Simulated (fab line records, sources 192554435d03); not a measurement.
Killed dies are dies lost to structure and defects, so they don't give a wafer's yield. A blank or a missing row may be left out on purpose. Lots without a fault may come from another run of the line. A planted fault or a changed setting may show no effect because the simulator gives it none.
One fault seen from 2 desks | flow n5_finfet | each desk has only its own numbers; what lay behind them comes last

THE TOOL OWNER'S DESK: cvd_co-01
The tool's own readings at N5_BEOL_M2_CO_CAP_55 (material Co, precursor CCTBA/H2, target thk 2 nm, time 102.1 s): means of the sampled wafers that have a number, for each lot that ran on this tool. A lot is out of limits, marked OUT, if its mean lies more than 4 standard deviations from the usual mean; the brackets give that distance.
Columns: A = chamber_pressure_Torr at N5_BEOL_M2_CO_CAP_55, usual 30.00 Torr; B = heater_power_w at N5_BEOL_M2_CO_CAP_55, usual 251 W; C = run_length_s at N5_BEOL_M2_CO_CAP_55, usual 125.0 s
lot  | first seen here | A     | B   | C
L971 | day 7 08:23     | 30.04 | 226 | 124.9
L974 | day 7 23:56     | 29.95 | 227 | 125.5
L975 | day 8 03:32     | 29.99 | 226 | 125.5
L976 | day 8 17:07     | 30.02 | 253 | 125.1
L979 | day 9 22:41     | 30.10 | 287 | 124.8
L984 | day 10 16:54    | 30.00 | 259 | 155.1 (+46) OUT
This desk's finding: out of limits on L984; first on L984, day 10 16:54 (run_length_s at N5_BEOL_M2_CO_CAP_55). In limits: L971, L974, L975, L976, L979.

THE METROLOGY DESK
What the gauges read, lot by lot, whatever tool the lot ran on: means of the sampled wafers that have a number. A lot is out of limits, marked OUT, if its mean lies more than 4 standard deviations from the usual mean; the brackets give that distance. Of its 10 readings 7 are shown: those that lie furthest out on some lot.
Columns: A = DIBL_N at N5_BEOL_M4_RC_MEAS_101, usual 36.2 mV/V; B = DIBL_P at N5_BEOL_M4_RC_MEAS_101, usual 36.2 mV/V; C = IOFF_N at N5_BEOL_M4_RC_MEAS_101, usual 0.16 nA/um; D = IOFF_P at N5_BEOL_M4_RC_MEAS_101, usual 0.21 nA/um; E = ION_P at N5_BEOL_M4_RC_MEAS_101, usual 462 uA/um; F = SS_P at N5_BEOL_M4_RC_MEAS_101, usual 73.2 mV/dec; G = VT_N at N5_BEOL_M4_RC_MEAS_101, usual 250 mV
lot  | first seen here | A    | B    | C    | D    | E   | F    | G
L969 | day 7 14:49     | 37.1 | 36.7 | 0.16 | 0.20 | 454 | 73.8 | 252
L970 | day 7 23:13     | 37.1 | 38.2 | 0.17 | 0.22 | 457 | 73.6 | 247
L971 | day 8 05:29     | 35.0 | 36.6 | 0.16 | 0.22 | 472 | 73.4 | 250
L973 | day 8 10:10     | 35.3 | 34.9 | 0.14 | 0.19 | 466 | 72.9 | 249
L974 | day 8 20:38     | 40.4 | 40.5 | 0.25 | 0.32 | 477 | 74.6 | 243
L975 | day 9 04:19     | 36.1 | 38.0 | 0.17 | 0.21 | 456 | 73.3 | 250
L976 | day 9 19:28     | 37.0 | 37.4 | 0.18 | 0.24 | 469 | 72.9 | 248
L979 | day 10 21:37    | 37.5 | 36.9 | 0.17 | 0.22 | 459 | 73.7 | 250
L982 | day 11 07:58    | 36.4 | 34.9 | 0.14 | 0.18 | 461 | 73.0 | 253
L984 | day 11 10:55    | 35.8 | 36.0 | 0.16 | 0.22 | 464 | 73.5 | 251
This desk's finding: nothing out of limits on any of the 10 lots.

PUT TOGETHER
The tool owner's desk could have raised an alarm at day 10 16:54, on L984.
The metrology desk saw nothing out of limits.
The metrology desk has L984 on record, within its limits.
Of the lots named, all ran N5_BEOL_M2_CO_CAP_55 on cvd_co-01.

WHAT THE SIMULATOR HAD PUT IN
Process parameter drift: cvd_co-01, from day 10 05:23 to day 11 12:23, at N5_BEOL_M2_CO_CAP_55. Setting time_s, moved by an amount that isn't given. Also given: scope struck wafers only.
Lots struck among those shown: L984.
Hours from the fault's start to each desk's first reading out of limits: the tool owner's desk, 12.
